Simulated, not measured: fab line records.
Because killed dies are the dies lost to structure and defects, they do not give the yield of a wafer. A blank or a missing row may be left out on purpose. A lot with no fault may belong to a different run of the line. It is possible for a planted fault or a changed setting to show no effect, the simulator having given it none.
Which tool did it? || flow n5Finfet || 22 lots with 66 wafers sampled at 4 steps, on a route of 1938 steps

## WHAT THE GAUGES READ, wafer by wafer
N5_SDB_INSPECT_13: inspects for defects (brightfield). Usual: rawDefectCount at 78, with a standard deviation of 28.
{"lot": "L074", "measured": "day 3 18:39", "on": "defectInspect-02", "rawDefectCount": "56 53 63", "flag": ""}
{"lot": "L075", "measured": "day 4 01:38", "on": "defectInspect-01", "rawDefectCount": "99 106 185", "flag": ""}
{"lot": "L076", "measured": "day 4 07:15", "on": "defectInspect-01", "rawDefectCount": "72 153 59", "flag": ""}
{"lot": "L077", "measured": "day 4 15:16", "on": "defectInspect-01", "rawDefectCount": "85 68 114", "flag": ""}
{"lot": "L078", "measured": "day 4 16:53", "on": "defectInspect-02", "rawDefectCount": "64 90 61", "flag": ""}
{"lot": "L079", "measured": "day 4 23:28", "on": "defectInspect-01", "rawDefectCount": "71 112 50", "flag": ""}
{"lot": "L080", "measured": "day 5 04:40", "on": "defectInspect-01", "rawDefectCount": "79 67 80", "flag": ""}
{"lot": "L081", "measured": "day 5 12:54", "on": "defectInspect-02", "rawDefectCount": "39 77 29", "flag": ""}
{"lot": "L082", "measured": "day 5 20:06", "on": "defectInspect-01", "rawDefectCount": "81 78 51", "flag": ""}
{"lot": "L084", "measured": "day 6 06:22", "on": "defectInspect-02", "rawDefectCount": "43 78 51", "flag": ""}
{"lot": "L085", "measured": "day 6 11:22", "on": "defectInspect-01", "rawDefectCount": "55 92 134", "flag": ""}
{"lot": "L086", "measured": "day 6 16:15", "on": "defectInspect-01", "rawDefectCount": "104 74 104", "flag": ""}
{"lot": "L088", "measured": "day 7 09:55", "on": "defectInspect-02", "rawDefectCount": "49 72 62", "flag": ""}
{"lot": "L089", "measured": "day 7 13:21", "on": "defectInspect-02", "rawDefectCount": "142 76 132", "flag": ""}
{"lot": "L090", "measured": "day 7 16:07", "on": "defectInspect-01", "rawDefectCount": "88 52 61", "flag": ""}
{"lot": "L091", "measured": "day 8 00:18", "on": "defectInspect-01", "rawDefectCount": "56 69 74", "flag": ""}
{"lot": "L092", "measured": "day 8 07:36", "on": "defectInspect-02", "rawDefectCount": "85 78 96", "flag": ""}
{"lot": "L093", "measured": "day 8 12:31", "on": "defectInspect-01", "rawDefectCount": "38 30 52", "flag": ""}
{"lot": "L094", "measured": "day 8 19:42", "on": "defectInspect-02", "rawDefectCount": "74 108 101", "flag": ""}
{"lot": "L095", "measured": "day 9 05:38", "on": "defectInspect-02", "rawDefectCount": "81 100 38", "flag": ""}
{"lot": "L097", "measured": "day 9 12:35", "on": "defectInspect-02", "rawDefectCount": "59 53 68", "flag": ""}
{"lot": "L096", "measured": "day 9 13:17", "on": "defectInspect-01", "rawDefectCount": "116 86 73", "flag": ""}

## TOOL THAT RAN EACH LOT (tool first, then ch and the chambers of the sampled wafers, then the start)
{"lot": "L074", "N5_DUMMY_GATE_STRIP_41": "rieDiel-01 ch 0,1, day 3 00:33", "N5_DUMMY_GATE_ETCH_44": "rieSi-04 ch 0,2,3, day 3 00:50", "N5_SD_EPI_N_ETCH_35": "rieDiel-03 ch 1,2, day 3 03:01"}
{"lot": "L075", "N5_DUMMY_GATE_STRIP_41": "rieDiel-02 ch 0,3, day 3 07:08", "N5_DUMMY_GATE_ETCH_44": "rieSi-03 ch 1,2, day 3 07:25", "N5_SD_EPI_N_ETCH_35": "rieDiel-03 ch 0,1,3, day 3 09:00"}
{"lot": "L076", "N5_DUMMY_GATE_STRIP_41": "rieDiel-02 ch 1,2,3, day 3 12:50", "N5_DUMMY_GATE_ETCH_44": "rieSi-05 ch 0,1,3, day 3 13:08", "N5_SD_EPI_N_ETCH_35": "rieDiel-04 ch 0,1,2, day 3 15:00"}
{"lot": "L077", "N5_DUMMY_GATE_STRIP_41": "rieDiel-06 ch 1,2,3, day 3 18:26", "N5_DUMMY_GATE_ETCH_44": "rieSi-03 ch 0,2,3, day 3 18:44", "N5_SD_EPI_N_ETCH_35": "rieDiel-04 ch 0,1, day 3 21:07"}
{"lot": "L078", "N5_DUMMY_GATE_STRIP_41": "rieDiel-01 ch 2,3, day 3 22:04", "N5_DUMMY_GATE_ETCH_44": "rieSi-05 ch 1,2,3, day 3 22:22", "N5_SD_EPI_N_ETCH_35": "rieDiel-04 ch 0,3, day 4 01:04"}
{"lot": "L079", "N5_DUMMY_GATE_STRIP_41": "rieDiel-02 ch 1,2, day 4 04:34", "N5_DUMMY_GATE_ETCH_44": "rieSi-04 ch 1,2,3, day 4 04:51", "N5_SD_EPI_N_ETCH_35": "rieDiel-03 ch 0,3, day 4 06:37"}
{"lot": "L080", "N5_DUMMY_GATE_STRIP_41": "rieDiel-01 ch 0,2,3, day 4 10:11", "N5_DUMMY_GATE_ETCH_44": "rieSi-03 ch 0,1,2, day 4 10:29", "N5_SD_EPI_N_ETCH_35": "rieDiel-03 ch 0,1, day 4 12:10"}
{"lot": "L081", "N5_DUMMY_GATE_STRIP_41": "rieDiel-02 ch 1,3, day 4 16:11", "N5_DUMMY_GATE_ETCH_44": "rieSi-04 ch 0,1,2, day 4 16:28", "N5_SD_EPI_N_ETCH_35": "rieDiel-05 ch 0,1, day 4 20:20"}
{"lot": "L082", "N5_DUMMY_GATE_STRIP_41": "rieDiel-01 ch 0,2, day 5 01:57", "N5_DUMMY_GATE_ETCH_44": "rieSi-04 ch 0,2, day 5 02:14", "N5_SD_EPI_N_ETCH_35": "rieDiel-05 ch 0,2,3, day 5 04:29"}
{"lot": "L084", "N5_DUMMY_GATE_STRIP_41": "rieDiel-01 ch 0,1,2, day 5 12:16", "N5_DUMMY_GATE_ETCH_44": "rieSi-03 ch 0,2,3, day 5 12:32", "N5_SD_EPI_N_ETCH_35": "rieDiel-03 ch 1,2, day 5 14:19"}
{"lot": "L085", "N5_DUMMY_GATE_STRIP_41": "rieDiel-06 ch 2,3, day 5 17:23", "N5_DUMMY_GATE_ETCH_44": "rieSi-04 ch 1,2, day 5 17:41", "N5_SD_EPI_N_ETCH_35": "rieDiel-03 ch 1,2, day 5 19:34"}
{"lot": "L086", "N5_DUMMY_GATE_STRIP_41": "rieDiel-02 ch 0,1,3, day 5 22:16", "N5_DUMMY_GATE_ETCH_44": "rieSi-03 ch 2,3, day 5 22:33", "N5_SD_EPI_N_ETCH_35": "rieDiel-04 ch 0,1,3, day 6 00:08"}
{"lot": "L088", "N5_DUMMY_GATE_STRIP_41": "rieDiel-02 ch 0,3, day 6 12:59", "N5_DUMMY_GATE_ETCH_44": "rieSi-05 ch 1,2,3, day 6 13:22", "N5_SD_EPI_N_ETCH_35": "rieDiel-05 ch 0,1,3, day 6 15:02"}
{"lot": "L089", "N5_DUMMY_GATE_STRIP_41": "rieDiel-02 ch 0,3, day 6 17:28", "N5_DUMMY_GATE_ETCH_44": "rieSi-03 ch 2,3, day 6 17:51", "N5_SD_EPI_N_ETCH_35": "rieDiel-03 ch 1,2,3, day 6 19:40"}
{"lot": "L090", "N5_DUMMY_GATE_STRIP_41": "rieDiel-06 ch 2,3, day 6 21:11", "N5_DUMMY_GATE_ETCH_44": "rieSi-04 ch 0,1,2, day 6 21:32", "N5_SD_EPI_N_ETCH_35": "rieDiel-04 ch 1,2,3, day 6 23:08"}
{"lot": "L091", "N5_DUMMY_GATE_STRIP_41": "rieDiel-06 ch 0,3, day 7 05:08", "N5_DUMMY_GATE_ETCH_44": "rieSi-04 ch 0,2,3, day 7 05:26", "N5_SD_EPI_N_ETCH_35": "rieDiel-04 ch 1,2,3, day 7 07:04"}
{"lot": "L092", "N5_DUMMY_GATE_STRIP_41": "rieDiel-06 ch 0,1,3, day 7 10:33", "N5_DUMMY_GATE_ETCH_44": "rieSi-05 ch 0,1,3, day 7 10:50", "N5_SD_EPI_N_ETCH_35": "rieDiel-05 ch 0,2,3, day 7 14:28"}
{"lot": "L093", "N5_DUMMY_GATE_STRIP_41": "rieDiel-06 ch 0,1, day 7 18:08", "N5_DUMMY_GATE_ETCH_44": "rieSi-05 ch 0,1,3, day 7 18:25", "N5_SD_EPI_N_ETCH_35": "rieDiel-05 ch 1,2, day 7 20:11"}
{"lot": "L094", "N5_DUMMY_GATE_STRIP_41": "rieDiel-06 ch 0,1,2, day 8 00:34", "N5_DUMMY_GATE_ETCH_44": "rieSi-04 ch 0,3, day 8 00:51", "N5_SD_EPI_N_ETCH_35": "rieDiel-04 ch 0,1, day 8 02:27"}
{"lot": "L095", "N5_DUMMY_GATE_STRIP_41": "rieDiel-01 ch 0,2,3, day 8 10:14", "N5_DUMMY_GATE_ETCH_44": "rieSi-03 ch 1,2, day 8 10:32", "N5_SD_EPI_N_ETCH_35": "rieDiel-05 ch 1,2,3, day 8 12:14"}
{"lot": "L097", "N5_DUMMY_GATE_STRIP_41": "rieDiel-06 ch 1,2,3, day 8 18:36", "N5_DUMMY_GATE_ETCH_44": "rieSi-05 ch 1,2, day 8 18:56", "N5_SD_EPI_N_ETCH_35": "rieDiel-03 ch 1,3, day 8 20:25"}
{"lot": "L096", "N5_DUMMY_GATE_STRIP_41": "rieDiel-06 ch 0,3, day 8 19:34", "N5_DUMMY_GATE_ETCH_44": "rieSi-04 ch 0,3, day 8 19:52", "N5_SD_EPI_N_ETCH_35": "rieDiel-05 ch 1,2,3, day 8 21:27"}
- N5_DUMMY_GATE_STRIP_41: strips in O2.
- N5_DUMMY_GATE_ETCH_44: etches poly-Si in HBr/O2, stops on SiO2, target depth 127.5 nm.
- N5_SD_EPI_N_ETCH_35: etches SOC in N2/H2, overetch 108 nm, time 486 s.

## WHAT THE TOOLS THEMSELVES READ (means of the sampled wafers that have a number; where no wafer has one, the mark that the record gives instead)
N5_DUMMY_GATE_STRIP_41. Usual: chamberPressureMTorr 29.999 mTorr, standard deviation 0.026; drypumpMotorCurrentA 5.8 A, standard deviation 0.43; oesProductAu 0.79 a.u., standard deviation 0.091; rfVppV 3.6 V, standard deviation 0.49; showerheadPlenumPTorr 2.10 Torr, standard deviation 0.063; throttleValvePct 16.60 %, standard deviation 0.2.
{"lot": "L074", "tool": "rieDiel-01", "chamberPressureMTorr (mTorr)": 29.994, "drypumpMotorCurrentA (A)": 5.8, "oesProductAu (a.u.)": 0.79, "rfVppV (V)": 3.6, "showerheadPlenumPTorr (Torr)": 2.14, "throttleValvePct (%)": 16.61, "flag": ""}
{"lot": "L075", "tool": "rieDiel-02", "chamberPressureMTorr (mTorr)": 30.003, "drypumpMotorCurrentA (A)": 5.7, "oesProductAu (a.u.)": 0.74, "rfVppV (V)": 3.7, "showerheadPlenumPTorr (Torr)": 2.15, "throttleValvePct (%)": 16.68, "flag": ""}
{"lot": "L076", "tool": "rieDiel-02", "chamberPressureMTorr (mTorr)": 29.963, "drypumpMotorCurrentA (A)": 5.9, "oesProductAu (a.u.)": 0.71, "rfVppV (V)": 3.8, "showerheadPlenumPTorr (Torr)": 2.10, "throttleValvePct (%)": 16.86, "flag": ""}
{"lot": "L077", "tool": "rieDiel-06", "chamberPressureMTorr (mTorr)": 30.002, "drypumpMotorCurrentA (A)": 6.1, "oesProductAu (a.u.)": 0.86, "rfVppV (V)": 3.5, "showerheadPlenumPTorr (Torr)": 2.12, "throttleValvePct (%)": 16.44, "flag": ""}
{"lot": "L078", "tool": "rieDiel-01", "chamberPressureMTorr (mTorr)": 29.976, "drypumpMotorCurrentA (A)": 4.8, "oesProductAu (a.u.)": 0.86, "rfVppV (V)": 4.1, "showerheadPlenumPTorr (Torr)": 2.05, "throttleValvePct (%)": 16.43, "flag": ""}
{"lot": "L079", "tool": "rieDiel-02", "chamberPressureMTorr (mTorr)": 29.995, "drypumpMotorCurrentA (A)": 6.0, "oesProductAu (a.u.)": 0.69, "rfVppV (V)": 3.7, "showerheadPlenumPTorr (Torr)": 2.06, "throttleValvePct (%)": 16.95, "flag": ""}
{"lot": "L080", "tool": "rieDiel-01", "chamberPressureMTorr (mTorr)": 29.997, "drypumpMotorCurrentA (A)": 5.1, "oesProductAu (a.u.)": 0.83, "rfVppV (V)": 3.0, "showerheadPlenumPTorr (Torr)": 2.10, "throttleValvePct (%)": 16.53, "flag": ""}
{"lot": "L081", "tool": "rieDiel-02", "chamberPressureMTorr (mTorr)": 30.000, "drypumpMotorCurrentA (A)": 5.7, "oesProductAu (a.u.)": 0.71, "rfVppV (V)": 3.4, "showerheadPlenumPTorr (Torr)": 2.14, "throttleValvePct (%)": 16.77, "flag": ""}
{"lot": "L082", "tool": "rieDiel-01", "chamberPressureMTorr (mTorr)": 29.998, "drypumpMotorCurrentA (A)": 5.2, "oesProductAu (a.u.)": 0.82, "rfVppV (V)": 3.5, "showerheadPlenumPTorr (Torr)": 2.10, "throttleValvePct (%)": 16.54, "flag": ""}
{"lot": "L084", "tool": "rieDiel-01", "chamberPressureMTorr (mTorr)": 30.027, "drypumpMotorCurrentA (A)": 5.5, "oesProductAu (a.u.)": 0.80, "rfVppV (V)": 4.0, "showerheadPlenumPTorr (Torr)": 2.09, "throttleValvePct (%)": 16.51, "flag": ""}
{"lot": "L085", "tool": "rieDiel-06", "chamberPressureMTorr (mTorr)": 30.008, "drypumpMotorCurrentA (A)": 5.8, "oesProductAu (a.u.)": 0.83, "rfVppV (V)": 3.2, "showerheadPlenumPTorr (Torr)": 2.07, "throttleValvePct (%)": 16.40, "flag": ""}
{"lot": "L086", "tool": "rieDiel-02", "chamberPressureMTorr (mTorr)": 30.010, "drypumpMotorCurrentA (A)": 5.8, "oesProductAu (a.u.)": 0.70, "rfVppV (V)": 3.7, "showerheadPlenumPTorr (Torr)": 2.10, "throttleValvePct (%)": 16.78, "flag": ""}
{"lot": "L088", "tool": "rieDiel-02", "chamberPressureMTorr (mTorr)": 30.017, "drypumpMotorCurrentA (A)": 5.7, "oesProductAu (a.u.)": 0.71, "rfVppV (V)": 3.6, "showerheadPlenumPTorr (Torr)": 2.14, "throttleValvePct (%)": 16.72, "flag": ""}
{"lot": "L089", "tool": "rieDiel-02", "chamberPressureMTorr (mTorr)": 29.992, "drypumpMotorCurrentA (A)": 5.8, "oesProductAu (a.u.)": 0.71, "rfVppV (V)": 3.7, "showerheadPlenumPTorr (Torr)": 2.11, "throttleValvePct (%)": 16.73, "flag": ""}
{"lot": "L090", "tool": "rieDiel-06", "chamberPressureMTorr (mTorr)": 29.998, "drypumpMotorCurrentA (A)": 5.7, "oesProductAu (a.u.)": 0.75, "rfVppV (V)": 4.0, "showerheadPlenumPTorr (Torr)": 2.07, "throttleValvePct (%)": 16.45, "flag": ""}
{"lot": "L091", "tool": "rieDiel-06", "chamberPressureMTorr (mTorr)": 29.997, "drypumpMotorCurrentA (A)": 5.9, "oesProductAu (a.u.)": 0.91, "rfVppV (V)": 3.9, "showerheadPlenumPTorr (Torr)": 2.06, "throttleValvePct (%)": 16.39, "flag": ""}
{"lot": "L092", "tool": "rieDiel-06", "chamberPressureMTorr (mTorr)": 30.034, "drypumpMotorCurrentA (A)": 6.1, "oesProductAu (a.u.)": 0.93, "rfVppV (V)": 3.5, "showerheadPlenumPTorr (Torr)": 2.11, "throttleValvePct (%)": 16.45, "flag": ""}
{"lot": "L093", "tool": "rieDiel-06", "chamberPressureMTorr (mTorr)": 29.992, "drypumpMotorCurrentA (A)": 6.1, "oesProductAu (a.u.)": 0.95, "rfVppV (V)": 3.7, "showerheadPlenumPTorr (Torr)": 2.12, "throttleValvePct (%)": 16.45, "flag": ""}
{"lot": "L094", "tool": "rieDiel-06", "chamberPressureMTorr (mTorr)": 30.010, "drypumpMotorCurrentA (A)": 6.0, "oesProductAu (a.u.)": 0.85, "rfVppV (V)": 3.7, "showerheadPlenumPTorr (Torr)": 2.12, "throttleValvePct (%)": 16.50, "flag": ""}
{"lot": "L095", "tool": "rieDiel-01", "chamberPressureMTorr (mTorr)": 30.008, "drypumpMotorCurrentA (A)": 5.1, "oesProductAu (a.u.)": 0.79, "rfVppV (V)": 4.0, "showerheadPlenumPTorr (Torr)": 2.09, "throttleValvePct (%)": 16.60, "flag": ""}
{"lot": "L097", "tool": "rieDiel-06", "chamberPressureMTorr (mTorr)": 29.996, "drypumpMotorCurrentA (A)": 6.0, "oesProductAu (a.u.)": 0.81, "rfVppV (V)": 3.7, "showerheadPlenumPTorr (Torr)": 2.11, "throttleValvePct (%)": 16.51, "flag": ""}
{"lot": "L096", "tool": "rieDiel-06", "chamberPressureMTorr (mTorr)": 30.023, "drypumpMotorCurrentA (A)": 5.9, "oesProductAu (a.u.)": 0.87, "rfVppV (V)": 3.5, "showerheadPlenumPTorr (Torr)": 2.06, "throttleValvePct (%)": 16.42, "flag": ""}

N5_DUMMY_GATE_ETCH_44. Usual: chamberPressureMTorr 20.001 mTorr, standard deviation 0.017; drypumpMotorCurrentA 5.7 A, standard deviation 0.5; oesProductAu 0.725 a.u., standard deviation 0.011; throttleValvePct 18.57 %, standard deviation 0.21.
{"lot": "L074", "tool": "rieSi-04", "chamberPressureMTorr (mTorr)": 19.997, "drypumpMotorCurrentA (A)": 5.9, "oesProductAu (a.u.)": 0.717, "throttleValvePct (%)": 18.41, "flag": ""}
{"lot": "L075", "tool": "rieSi-03", "chamberPressureMTorr (mTorr)": 20.016, "drypumpMotorCurrentA (A)": 5.7, "oesProductAu (a.u.)": 0.735, "throttleValvePct (%)": 18.75, "flag": ""}
{"lot": "L076", "tool": "rieSi-05", "chamberPressureMTorr (mTorr)": 19.997, "drypumpMotorCurrentA (A)": 6.1, "oesProductAu (a.u.)": 0.724, "throttleValvePct (%)": 18.79, "flag": ""}
{"lot": "L077", "tool": "rieSi-03", "chamberPressureMTorr (mTorr)": 19.992, "drypumpMotorCurrentA (A)": 5.5, "oesProductAu (a.u.)": 0.728, "throttleValvePct (%)": 18.56, "flag": ""}
{"lot": "L078", "tool": "rieSi-05", "chamberPressureMTorr (mTorr)": 20.008, "drypumpMotorCurrentA (A)": 6.1, "oesProductAu (a.u.)": 0.725, "throttleValvePct (%)": 18.73, "flag": ""}
{"lot": "L079", "tool": "rieSi-04", "chamberPressureMTorr (mTorr)": 20.024, "drypumpMotorCurrentA (A)": 5.7, "oesProductAu (a.u.)": 0.713, "throttleValvePct (%)": 18.50, "flag": ""}
{"lot": "L080", "tool": "rieSi-03", "chamberPressureMTorr (mTorr)": 19.995, "drypumpMotorCurrentA (A)": 5.4, "oesProductAu (a.u.)": 0.724, "throttleValvePct (%)": 18.65, "flag": ""}
{"lot": "L081", "tool": "rieSi-04", "chamberPressureMTorr (mTorr)": 19.999, "drypumpMotorCurrentA (A)": 5.4, "oesProductAu (a.u.)": 0.722, "throttleValvePct (%)": 18.58, "flag": ""}
{"lot": "L082", "tool": "rieSi-04", "chamberPressureMTorr (mTorr)": 19.992, "drypumpMotorCurrentA (A)": 5.7, "oesProductAu (a.u.)": 0.732, "throttleValvePct (%)": 18.50, "flag": ""}
{"lot": "L084", "tool": "rieSi-03", "chamberPressureMTorr (mTorr)": 19.981, "drypumpMotorCurrentA (A)": 5.5, "oesProductAu (a.u.)": 0.734, "throttleValvePct (%)": 18.55, "flag": ""}
{"lot": "L085", "tool": "rieSi-04", "chamberPressureMTorr (mTorr)": 20.016, "drypumpMotorCurrentA (A)": 5.2, "oesProductAu (a.u.)": 0.715, "throttleValvePct (%)": 18.65, "flag": ""}
{"lot": "L086", "tool": "rieSi-03", "chamberPressureMTorr (mTorr)": 20.023, "drypumpMotorCurrentA (A)": 5.8, "oesProductAu (a.u.)": 0.738, "throttleValvePct (%)": 18.48, "flag": ""}
{"lot": "L088", "tool": "rieSi-05", "chamberPressureMTorr (mTorr)": 19.990, "drypumpMotorCurrentA (A)": 6.2, "oesProductAu (a.u.)": 0.726, "throttleValvePct (%)": 18.74, "flag": ""}
{"lot": "L089", "tool": "rieSi-03", "chamberPressureMTorr (mTorr)": 19.991, "drypumpMotorCurrentA (A)": 5.8, "oesProductAu (a.u.)": 0.728, "throttleValvePct (%)": 18.49, "flag": ""}
{"lot": "L090", "tool": "rieSi-04", "chamberPressureMTorr (mTorr)": 19.992, "drypumpMotorCurrentA (A)": 5.5, "oesProductAu (a.u.)": 0.724, "throttleValvePct (%)": 18.58, "flag": ""}
{"lot": "L091", "tool": "rieSi-04", "chamberPressureMTorr (mTorr)": 20.014, "drypumpMotorCurrentA (A)": 5.9, "oesProductAu (a.u.)": 0.728, "throttleValvePct (%)": 18.42, "flag": ""}
{"lot": "L092", "tool": "rieSi-05", "chamberPressureMTorr (mTorr)": 20.001, "drypumpMotorCurrentA (A)": 6.1, "oesProductAu (a.u.)": 0.727, "throttleValvePct (%)": 18.79, "flag": ""}
{"lot": "L093", "tool": "rieSi-05", "chamberPressureMTorr (mTorr)": 20.023, "drypumpMotorCurrentA (A)": 6.1, "oesProductAu (a.u.)": 0.731, "throttleValvePct (%)": 18.80, "flag": ""}
{"lot": "L094", "tool": "rieSi-04", "chamberPressureMTorr (mTorr)": 19.994, "drypumpMotorCurrentA (A)": 5.7, "oesProductAu (a.u.)": 0.716, "throttleValvePct (%)": 18.31, "flag": ""}
{"lot": "L095", "tool": "rieSi-03", "chamberPressureMTorr (mTorr)": 19.995, "drypumpMotorCurrentA (A)": 5.5, "oesProductAu (a.u.)": 0.721, "throttleValvePct (%)": 18.69, "flag": ""}
{"lot": "L097", "tool": "rieSi-05", "chamberPressureMTorr (mTorr)": 20.007, "drypumpMotorCurrentA (A)": 6.2, "oesProductAu (a.u.)": 0.724, "throttleValvePct (%)": 18.75, "flag": ""}
{"lot": "L096", "tool": "rieSi-04", "chamberPressureMTorr (mTorr)": 19.981, "drypumpMotorCurrentA (A)": 5.9, "oesProductAu (a.u.)": 0.705, "throttleValvePct (%)": 18.24, "flag": ""}

N5_SD_EPI_N_ETCH_35. Usual: chamberPressureMTorr 20.001 mTorr, standard deviation 0.019; drypumpMotorCurrentA 5.8 A, standard deviation 0.34; oesProductAu 0.71 a.u., standard deviation 0.073; rfVppV 241.2 V, standard deviation 1.4; showerheadPlenumPTorr 2.59 Torr, standard deviation 0.087; throttleValvePct 23.7 %, standard deviation 0.32.
{"lot": "L074", "tool": "rieDiel-03", "chamberPressureMTorr (mTorr)": 19.998, "drypumpMotorCurrentA (A)": 5.7, "oesProductAu (a.u.)": 0.82, "rfVppV (V)": 241.5, "showerheadPlenumPTorr (Torr)": 2.62, "throttleValvePct (%)": 23.3, "flag": ""}
{"lot": "L075", "tool": "rieDiel-03", "chamberPressureMTorr (mTorr)": 20.013, "drypumpMotorCurrentA (A)": 5.6, "oesProductAu (a.u.)": 0.67, "rfVppV (V)": 240.3, "showerheadPlenumPTorr (Torr)": 2.54, "throttleValvePct (%)": 23.8, "flag": ""}
{"lot": "L076", "tool": "rieDiel-04", "chamberPressureMTorr (mTorr)": 20.000, "drypumpMotorCurrentA (A)": 6.3, "oesProductAu (a.u.)": 0.66, "rfVppV (V)": 241.5, "showerheadPlenumPTorr (Torr)": 2.61, "throttleValvePct (%)": 24.1, "flag": ""}
{"lot": "L077", "tool": "rieDiel-04", "chamberPressureMTorr (mTorr)": 19.996, "drypumpMotorCurrentA (A)": 6.4, "oesProductAu (a.u.)": 0.64, "rfVppV (V)": 241.1, "showerheadPlenumPTorr (Torr)": 2.62, "throttleValvePct (%)": 23.8, "flag": ""}
{"lot": "L078", "tool": "rieDiel-04", "chamberPressureMTorr (mTorr)": 19.990, "drypumpMotorCurrentA (A)": 6.3, "oesProductAu (a.u.)": 0.69, "rfVppV (V)": 241.8, "showerheadPlenumPTorr (Torr)": 2.58, "throttleValvePct (%)": 24.0, "flag": ""}
{"lot": "L079", "tool": "rieDiel-03", "chamberPressureMTorr (mTorr)": 20.005, "drypumpMotorCurrentA (A)": 5.6, "oesProductAu (a.u.)": 0.64, "rfVppV (V)": 241.6, "showerheadPlenumPTorr (Torr)": 2.59, "throttleValvePct (%)": 24.0, "flag": ""}
{"lot": "L080", "tool": "rieDiel-03", "chamberPressureMTorr (mTorr)": 20.013, "drypumpMotorCurrentA (A)": 5.5, "oesProductAu (a.u.)": 0.67, "rfVppV (V)": 240.7, "showerheadPlenumPTorr (Torr)": 2.50, "throttleValvePct (%)": 23.6, "flag": ""}
{"lot": "L081", "tool": "rieDiel-05", "chamberPressureMTorr (mTorr)": 19.994, "drypumpMotorCurrentA (A)": 5.6, "oesProductAu (a.u.)": 0.71, "rfVppV (V)": 243.4, "showerheadPlenumPTorr (Torr)": 2.67, "throttleValvePct (%)": 23.7, "flag": ""}
{"lot": "L082", "tool": "rieDiel-05", "chamberPressureMTorr (mTorr)": 19.999, "drypumpMotorCurrentA (A)": 5.6, "oesProductAu (a.u.)": 0.80, "rfVppV (V)": 240.8, "showerheadPlenumPTorr (Torr)": 2.58, "throttleValvePct (%)": 23.5, "flag": ""}
{"lot": "L084", "tool": "rieDiel-03", "chamberPressureMTorr (mTorr)": 20.002, "drypumpMotorCurrentA (A)": 5.6, "oesProductAu (a.u.)": 0.78, "rfVppV (V)": 241.3, "showerheadPlenumPTorr (Torr)": 2.61, "throttleValvePct (%)": 23.3, "flag": ""}
{"lot": "L085", "tool": "rieDiel-03", "chamberPressureMTorr (mTorr)": 20.016, "drypumpMotorCurrentA (A)": 5.6, "oesProductAu (a.u.)": 0.73, "rfVppV (V)": 240.7, "showerheadPlenumPTorr (Torr)": 2.52, "throttleValvePct (%)": 23.4, "flag": ""}
{"lot": "L086", "tool": "rieDiel-04", "chamberPressureMTorr (mTorr)": 20.012, "drypumpMotorCurrentA (A)": 6.3, "oesProductAu (a.u.)": 0.65, "rfVppV (V)": 241.7, "showerheadPlenumPTorr (Torr)": 2.60, "throttleValvePct (%)": 23.9, "flag": ""}
{"lot": "L088", "tool": "rieDiel-05", "chamberPressureMTorr (mTorr)": 19.997, "drypumpMotorCurrentA (A)": 5.6, "oesProductAu (a.u.)": 0.73, "rfVppV (V)": 241.6, "showerheadPlenumPTorr (Torr)": 2.60, "throttleValvePct (%)": 23.6, "flag": ""}
{"lot": "L089", "tool": "rieDiel-03", "chamberPressureMTorr (mTorr)": 19.975, "drypumpMotorCurrentA (A)": 5.6, "oesProductAu (a.u.)": 0.70, "rfVppV (V)": 241.6, "showerheadPlenumPTorr (Torr)": 2.55, "throttleValvePct (%)": 23.6, "flag": ""}
{"lot": "L090", "tool": "rieDiel-04", "chamberPressureMTorr (mTorr)": 19.995, "drypumpMotorCurrentA (A)": 6.3, "oesProductAu (a.u.)": 0.65, "rfVppV (V)": 239.7, "showerheadPlenumPTorr (Torr)": 2.56, "throttleValvePct (%)": 24.1, "flag": ""}
{"lot": "L091", "tool": "rieDiel-04", "chamberPressureMTorr (mTorr)": 20.002, "drypumpMotorCurrentA (A)": 6.2, "oesProductAu (a.u.)": 0.66, "rfVppV (V)": 241.6, "showerheadPlenumPTorr (Torr)": 2.56, "throttleValvePct (%)": 24.1, "flag": ""}
{"lot": "L092", "tool": "rieDiel-05", "chamberPressureMTorr (mTorr)": 20.002, "drypumpMotorCurrentA (A)": 5.6, "oesProductAu (a.u.)": 0.76, "rfVppV (V)": 241.9, "showerheadPlenumPTorr (Torr)": 2.57, "throttleValvePct (%)": 23.5, "flag": ""}
{"lot": "L093", "tool": "rieDiel-05", "chamberPressureMTorr (mTorr)": 19.989, "drypumpMotorCurrentA (A)": 5.5, "oesProductAu (a.u.)": 0.68, "rfVppV (V)": 241.6, "showerheadPlenumPTorr (Torr)": 2.62, "throttleValvePct (%)": 23.9, "flag": ""}
{"lot": "L094", "tool": "rieDiel-04", "chamberPressureMTorr (mTorr)": 19.998, "drypumpMotorCurrentA (A)": 6.3, "oesProductAu (a.u.)": 0.63, "rfVppV (V)": 241.2, "showerheadPlenumPTorr (Torr)": 2.62, "throttleValvePct (%)": 23.9, "flag": ""}
{"lot": "L095", "tool": "rieDiel-05", "chamberPressureMTorr (mTorr)": 20.012, "drypumpMotorCurrentA (A)": 5.6, "oesProductAu (a.u.)": 0.72, "rfVppV (V)": 240.8, "showerheadPlenumPTorr (Torr)": 2.56, "throttleValvePct (%)": 23.8, "flag": ""}
{"lot": "L097", "tool": "rieDiel-03", "chamberPressureMTorr (mTorr)": 19.988, "drypumpMotorCurrentA (A)": 5.5, "oesProductAu (a.u.)": 0.66, "rfVppV (V)": 239.2, "showerheadPlenumPTorr (Torr)": 2.46, "throttleValvePct (%)": 23.6, "flag": ""}
{"lot": "L096", "tool": "rieDiel-05", "chamberPressureMTorr (mTorr)": 19.987, "drypumpMotorCurrentA (A)": 5.6, "oesProductAu (a.u.)": 0.71, "rfVppV (V)": 240.4, "showerheadPlenumPTorr (Torr)": 2.56, "throttleValvePct (%)": 23.8, "flag": ""}

## THE ANSWER, worked out from the rows above alone
Rule: a lot counts as off when the mean over its wafers that have a number is more than 3 standard deviations away from the usual mean. A lot without any number at a reading at which 4 lots or more have one is off too. All remaining lots with rows at the step are treated as sound. After the gauges, taken in route order, come the tools' own readings; for these a lot's mean is taken, as printed above. The first step at which some lot is off is used, and at that step the reading that is off furthest; a lot without a number counts as furthest.
No lot is off at any reading shown: from this, nothing can be told.

## WHAT HAD BEEN PUT IN BY THE SIMULATOR
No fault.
